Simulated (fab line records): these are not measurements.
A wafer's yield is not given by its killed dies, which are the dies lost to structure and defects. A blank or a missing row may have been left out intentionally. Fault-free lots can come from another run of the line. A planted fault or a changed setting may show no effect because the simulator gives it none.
What tool caused it?	flow n5Finfet	Sampling: 24 lots, 72 wafers, 3 of 1938 route steps

== WHAT THE GAUGES SHOWED, per wafer ==
N5_BEOL_M13_OVL_MEAS_29. Usual: M13_OVL -2 nm, standard deviation 5.8.
lot	measured	on	M13_OVL (nm)	flag
L074	day 10 15:54	overlay-02	-3 0 -2	
L075	day 11 06:56	overlay-02	3 1 -1	
L077	day 11 12:39	overlay-01	-7 -4 -5	
L078	day 11 13:17	overlay-01	8 5 3	
L076	day 11 13:40	overlay-01	-11 -17 -8	
L079	day 11 22:19	overlay-02	-5 -2 3	
L080	day 12 06:06	overlay-02	-1 2 2	
L082	day 12 14:17	overlay-02	0 0 2	
L081	day 12 21:37	overlay-02	-4 2 -11	
L083	day 12 22:45	overlay-01	4 0 -6	
L084	day 12 23:47	overlay-02	-11 -7 -4	
L085	day 13 15:43	overlay-01	-14 -11 -13	
L088	day 13 23:31	overlay-02	-3 5 -2	
L087	day 14 00:04	overlay-02	-2 -4 -7	
L086	day 14 05:19	overlay-02	3 7 0	
L090	day 14 20:52	overlay-01	0 6 6	
L089	day 15 00:44	overlay-01	3 -2 3	
L091	day 15 03:14	overlay-01	-8 -11 -10	
L093	day 15 09:25	overlay-01	6 -2 0	
L092	day 15 13:06	overlay-01	1 2 -2	
L094	day 15 16:46	overlay-02	-1 0 7	
L095	day 16 02:36	overlay-02	-5 3 -2	
L097	day 16 09:30	overlay-01	-13 -5 -7	
L096	day 16 22:04	overlay-02	-9 -13 -15	

== EACH LOT AND THE TOOL THAT RAN IT (in order: tool; ch and the chambers of the sampled wafers; start) ==
lot	N5_BEOL_M12_DEGAS_41	N5_BEOL_M12_PRE_CLEAN_42
L074	pvdSputter-01, day 10 12:41	pvdSputter-01, day 10 12:44
L075	pvdSputter-01, day 11 04:13	pvdSputter-01, day 11 04:15
L077	pvdSputter-02, day 11 09:56	pvdSputter-02, day 11 09:59
L078	pvdSputter-01, day 11 10:17	pvdSputter-01, day 11 10:19
L076	pvdSputter-01, day 11 10:49	pvdSputter-01, day 11 10:52
L079	pvdSputter-03, day 11 18:05	pvdSputter-03, day 11 18:08
L080	pvdSputter-02, day 12 02:58	pvdSputter-02, day 12 03:01
L082	pvdSputter-02, day 12 11:05	pvdSputter-02, day 12 11:08
L081	pvdSputter-03, day 12 18:38	pvdSputter-03, day 12 18:40
L083	pvdSputter-02, day 12 19:37	pvdSputter-02, day 12 19:40
L084	pvdSputter-02, day 12 20:37	pvdSputter-02, day 12 20:40
L085	pvdSputter-02, day 13 12:02	pvdSputter-02, day 13 12:04
L088	pvdSputter-03, day 13 20:46	pvdSputter-03, day 13 20:48
L087	pvdSputter-01, day 13 21:10	pvdSputter-01, day 13 21:12
L086	pvdSputter-02, day 14 02:28	pvdSputter-02, day 14 02:30
L090	pvdSputter-01, day 14 17:52	pvdSputter-01, day 14 17:55
L089	pvdSputter-01, day 14 18:14	pvdSputter-01, day 14 18:16
L091	pvdSputter-01, day 15 00:01	pvdSputter-01, day 15 00:03
L093	pvdSputter-01, day 15 06:15	pvdSputter-01, day 15 06:17
L092	pvdSputter-02, day 15 10:11	pvdSputter-02, day 15 10:13
L094	pvdSputter-03, day 15 13:21	pvdSputter-03, day 15 13:23
L095	pvdSputter-01, day 15 23:04	pvdSputter-01, day 15 23:06
L097	pvdSputter-03, day 16 06:32	pvdSputter-03, day 16 06:34
L096	pvdSputter-02, day 16 18:51	pvdSputter-02, day 16 18:53
- N5_BEOL_M12_DEGAS_41: time 60 s.
- N5_BEOL_M12_PRE_CLEAN_42: time 30 s.

== AS READ BY THE TOOLS THEMSELVES (means over the sampled wafers that have a number; for cases with no such wafer, the mark the record gives instead) ==
N5_BEOL_M12_DEGAS_41. Usual: heaterPowerW 313 W, standard deviation 18; susceptorTempC 250.00 C, standard deviation 0.17.
lot	tool	heaterPowerW (W)	susceptorTempC (C)	flag
L074	pvdSputter-01	316	250.09	
L075	pvdSputter-01	324	249.81	
L077	pvdSputter-02	313	249.87	
L078	pvdSputter-01	310	250.08	
L076	pvdSputter-01	323	249.98	
L079	pvdSputter-03	307	249.86	
L080	pvdSputter-02	302	250.03	
L082	pvdSputter-02	305	250.00	
L081	pvdSputter-03	323	249.93	
L083	pvdSputter-02	293	249.93	
L084	pvdSputter-02	320	249.95	
L085	pvdSputter-02	311	249.93	
L088	pvdSputter-03	317	250.11	
L087	pvdSputter-01	322	250.06	
L086	pvdSputter-02	307	249.82	
L090	pvdSputter-01	319	250.13	
L089	pvdSputter-01	315	250.13	
L091	pvdSputter-01	306	250.10	
L093	pvdSputter-01	321	249.91	
L092	pvdSputter-02	313	249.96	
L094	pvdSputter-03	322	250.10	
L095	pvdSputter-01	315	250.03	
L097	pvdSputter-03	308	250.18	
L096	pvdSputter-02	310	249.89	

N5_BEOL_M12_PRE_CLEAN_42. Usual: heaterPowerW 313 W, standard deviation 17; susceptorTempC 250.00 C, standard deviation 0.19.
lot	tool	heaterPowerW (W)	susceptorTempC (C)	flag
L074	pvdSputter-01	314	250.07	
L075	pvdSputter-01	316	249.87	
L077	pvdSputter-02	307	250.01	
L078	pvdSputter-01	310	250.21	
L076	pvdSputter-01	323	250.00	
L079	pvdSputter-03	310	249.94	
L080	pvdSputter-02	299	250.09	
L082	pvdSputter-02	302	249.73	
L081	pvdSputter-03	323	249.83	
L083	pvdSputter-02	299	249.94	
L084	pvdSputter-02	320	250.17	
L085	pvdSputter-02	311	250.09	
L088	pvdSputter-03	323	250.01	
L087	pvdSputter-01	319	249.97	
L086	pvdSputter-02	304	249.85	
L090	pvdSputter-01	319	250.17	
L089	pvdSputter-01	316	249.95	
L091	pvdSputter-01	309	250.04	
L093	pvdSputter-01	319	250.19	
L092	pvdSputter-02	311	249.98	
L094	pvdSputter-03	322	249.95	
L095	pvdSputter-01	320	249.96	
L097	pvdSputter-03	309	250.06	
L096	pvdSputter-02	308	249.94	

== THE ANSWER, worked out from the rows above alone ==
Rule: lot off if the mean of its wafers having a number is beyond 3 standard deviations from the usual mean. Also off: a lot with no number at a reading for which 4 or more lots have one. The other lots that the step has rows for count as sound. The gauges are gone through in route order, then the tools' own readings, and for those a lot's mean is taken as printed above. The first step at which some lot is off is used, and at that step the reading that is off furthest; a lot without a number counts as furthest.
No lot is off at any reading shown: from this, nothing can be told.

== WHAT HAD BEEN PUT IN BY THE SIMULATOR ==
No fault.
